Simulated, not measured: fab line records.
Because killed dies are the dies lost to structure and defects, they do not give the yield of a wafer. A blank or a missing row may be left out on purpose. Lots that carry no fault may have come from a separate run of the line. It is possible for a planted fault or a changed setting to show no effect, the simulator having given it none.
Comparing a struck lot with a sound one :: flow n5-finfet :: 40 steps out of a route of 1938
Sound: these wafers, L117.1, L117.4, L117.6. Struck: wafers L106.1, L106.2. (L106.6 of the same lot was not struck and is left out.) The cause comes at the end.
Order at every step that has rows: each side's tool, ch and its chambers, its first start. Under that, the readings that differ: sound wafers :: struck wafers :: difference of the means :: sigmas: that difference in standard deviations of wafers without a fault.
alike: readings whose means differ by less than 2 such deviations, and words and numbers that are the same on both sides. not compared: withheld readings, readings that some wafer has no value for, bounds like >300 that may hide the same value, and numbers for which the record gives no deviation and whose values overlap.
Wherever a step has rows on one side only, a row that says differs or no value, or a row with sigmas, the two part there. Numbers that don't overlap but have no deviation are shown without sigmas and don't part them. A reading that every wafer of one side lacks parts them only if that side has two wafers or more.

first, 11 steps without rows for these wafers: N5_HKMG_FIN_STRIP_60 (strips in N2/H2, time 360 s); N5_HKMG_FIN_WET_ETCH_77 (etches La2O3 in dHCl, stops on HfO2, target depth 2 nm); N5_HKMG_FIN_WET_ETCH_78 (etches Al2O3 in dNH4OH, stops on La2O3, target depth 4.5 nm, rinse time 30 s); N5_HKMG_FIN_ALD_79 (deposits TiN, target thk 1.5 nm, pulse time 1 s, purge time 3 s); N5_HKMG_FIN_CVD_62 (deposits a-Si from Si2H6, target thk 3 nm, time 20.8 s); N5_HKMG_FIN_RTA_80 (time 2 s); N5_HKMG_FIN_PRECLEAN_64 (cleans in dHF, time 30 s); N5_HKMG_FIN_WET_ETCH_65 (etches a-Si in TMAH, stops on TiN, time 49 s, target depth 3 nm); N5_HKMG_FIN_WET_ETCH_81 (etches TiN in SC1, stops on HfO2, time 57 s, target depth 6 nm); N5_HKMG_FIN_WET_ETCH_82 (etches La2O3 in dHCl, stops on HfO2, target depth 2 nm, rinse time 30 s); N5_HKMG_FIN_ALD_36 (deposits TiN, target thk 1 nm, pulse time 1 s, purge time 3 s).
N5_HKMG_FIN_PWFM_ALD_03: deposits TiN, target thk 2 nm, pulse time 1 s, purge time 3 s.
  sound on ald-metal-02 ch 1,2,3, day 8 09:00; struck on ald-metal-02 ch 0,1, day 5 18:45
reading: ald-cycles
sound: 91 91 91
struck: 69 69
difference: -22
sigmas: 

reading: susceptor-temp-C (C)
sound: 400.27 399.92 399.92
struck: - -
difference: no value on the struck wafers
sigmas: 

reading: model.TiN_of_HKMG_FIN_PWFM_ALD_03.thk-nm (nm)
sound: 2 2 2
struck: 1.6 1.6
difference: -0.4
sigmas: 
  alike: chamber-pressure-Torr, heater-power-outer-w, heater-power-w, precursor-pulse-height-rel
then, 26 steps without rows for these wafers: N5_HKMG_FIN_COAT_29 (time 60 s, resist thk 300 nm); N5_HKMG_FIN_COAT_30 (time 60 s, resist thk 35 nm); N5_HKMG_FIN_COAT_06 (resist thk 90 nm); N5_HKMG_FIN_EBR_08; N5_HKMG_FIN_SOFTBAKE_07 (time 60 s); N5_HKMG_FIN_EXPOSE_09 (exposes mask NWFM); N5_HKMG_FIN_PEB_10 (peb time 60 s); N5_HKMG_FIN_DEVELOP_11 (develop time 30 s); N5_HKMG_FIN_DESCUM_17 (chemistry O2, time 7.9 s); N5_HKMG_FIN_ETCH_31 (etches SiARC in CF4, target depth 45.5 nm, time 75.8 s); N5_HKMG_FIN_ETCH_32 (etches SOC in N2/H2, target depth 240 nm, time 300 s); N5_HKMG_FIN_STRIP_33 (strips in N2/H2); N5_HKMG_FIN_STRIP_34 (strips in CF4); N5_HKMG_FIN_ETCH_35 (etches SOC in N2/H2, target depth 215.8 nm, time 243.4 s); N5_HKMG_FIN_STRIP_92 (strips SOC in N2/H2, time 20 s); N5_HKMG_FIN_WET_ETCH_18 (etches TiN in SC1, time 55 s, target depth 5.2 nm, rinse time 30 s); N5_HKMG_FIN_STRIP_19 (strips in N2/H2, time 360 s); N5_HKMG_FIN_ALD_91 (deposits TiN, target thk 1 nm, pulse time 1 s, purge time 3 s); N5_HKMG_FIN_COAT_85 (time 60 s, resist thk 300 nm); N5_HKMG_FIN_ETCH_86 (etches SOC in N2/H2, stops on TiN, target depth 393.2 nm); N5_HKMG_FIN_STRIP_89 (strips SOC in N2/H2, time 20 s); N5_HKMG_FIN_WET_ETCH_87 (etches TiN in SC1, time 154.2 s, target depth 4.7 nm, rinse time 30 s); N5_HKMG_FIN_STRIP_88 (strips in N2/H2, time 360 s); N5_HKMG_FIN_NWFM_ALD_20 (deposits TiAlC, target thk 2 nm, pulse time 3 s, purge time 2 s); N5_HKMG_FIN_ALD_71 (deposits TiN, target thk 1 nm, pulse time 1 s, purge time 3 s); N5_HKMG_FIN_COAT_66 (time 60 s, resist thk 300 nm).
-- the record jumps here: 4 days lie between the struck wafers' starts before and after (it left off in module HKMG_FIN and takes up again in module BEOL_M4, whose first step shown is number 1111 of the route) --
N5_BEOL_M4_RC_MEAS_101:
  sound on prober-02 ch 0, day 11 20:59; struck on prober-02 ch 0, day 9 11:56
reading: IOFF_P (nA/um)
sound: 0.26 0.23 0.23
struck: 0.09 0.09
difference: -0.15
sigmas: -4

reading: IOFF_P_85C (nA/um)
sound: 4.2 3.8 3.7
struck: 1.9 1.9
difference: -2.0
sigmas: -4

reading: IOFF_P_LIN (nA/um)
sound: 0.115 0.107 0.105
struck: 0.045 0.045
difference: -0.064
sigmas: -5

reading: IOFF_P_LONG (nA/um)
sound: 0.000101 0.000108 0.0001
struck: 7e-05 7.5e-05
difference: -3e-05
sigmas: -4

reading: ION_P (uA/um)
sound: 465 461 470
struck: 423 425
difference: -41
sigmas: -5

reading: SS_P (mV/dec)
sound: 74.0 74.1 74.3
struck: 72.5 72.5
difference: -1.6
sigmas: -2

reading: VT_P (mV)
sound: -247 -250 -248
struck: -272 -270
difference: -23
sigmas: -7

reading: VT_P_LONG (mV)
sound: -274.4 -277.5 -275.4
struck: -293.8 -292.8
difference: -17.5
sigmas: -6

reading: VT_P_LVT (mV)
sound: -96.9 -97.6 -99.4
struck: -119.9 -120.3
difference: -22.1
sigmas: -8
  alike: DIBL_N, DIBL_P, IOFF_N, ION_N, SS_N, VT_N
-- record jumps: 4 days separate the struck wafers' starts on either side; left off in module BEOL_M4, taken up again in module PASSIVATION, whose first shown step is the route's number 1936 --
N5_PASSIVATION_PROBE_49:
  record: rows for the struck wafers here (prober-01, day 13 21:16), none for the sound ones

## WHERE THEY PART
Earliest at N5_HKMG_FIN_PWFM_ALD_03; latest, in this record, at N5_PASSIVATION_PROBE_49.

WHY: the cause the simulator had injected
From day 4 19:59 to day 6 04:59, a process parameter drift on ald-metal-02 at N5_HKMG_FIN_PWFM_ALD_03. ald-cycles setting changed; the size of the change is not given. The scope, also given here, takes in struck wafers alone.
